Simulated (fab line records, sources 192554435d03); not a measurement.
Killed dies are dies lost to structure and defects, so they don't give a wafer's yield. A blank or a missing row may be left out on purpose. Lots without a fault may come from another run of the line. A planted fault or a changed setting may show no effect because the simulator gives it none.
Chamber matching | flow n5_finfet | N5_BEOL_M0_SAQP_PECVD_96 on pecvd-01: 3 sister chambers
The step deposits a-Si from SiH4/He, target thk 45 nm, time 45.2 s. 3 wafers are shown with their chamber, then 7 later ones without.

WAFERS WITH THEIR CHAMBER
wafer  | chamber | showerhead_vpp_V (V)
L087.4 | 0       | 602
L088.1 | 2       | 636
L088.2 | 1       | 684

WAFERS WITHOUT THEIR CHAMBER
wafer  | showerhead_vpp_V (V)
L088.6 | 645
L093.1 | 648
L093.3 | 674
L093.5 | 633
L097.2 | 649
L097.3 | 604
L097.4 | 650

WHICH CHAMBER EACH WENT THROUGH
wafer  | from the rows above     | in truth
L088.6 | 2                       | 2
L093.1 | 2                       | 2
L093.3 | 1                       | 1
L093.5 | 2                       | 2
L097.2 | 2                       | 2
L097.3 | 0                       | 0
L097.4 | can't be placed: 2 or 1 | 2
Placed correctly: 6 of 7. Can't be placed from these rows: 1 (the true chamber is among the candidates in 1). Placed wrongly: 0.
How it was worked out, from the rows above alone: a wafer's distance from a chamber is the root of the sum, over the readings, of the square of ((its reading less the chamber's mean) divided by the reading's scatter). The wafer belongs to the nearest chamber; if the next one is less than 2 further off, it can't be placed. A chamber's mean is the mean of its shown wafers. The scatter: with one shown wafer a chamber, the root of the mean of the squares of how far each hidden wafer lies from its nearest shown one.
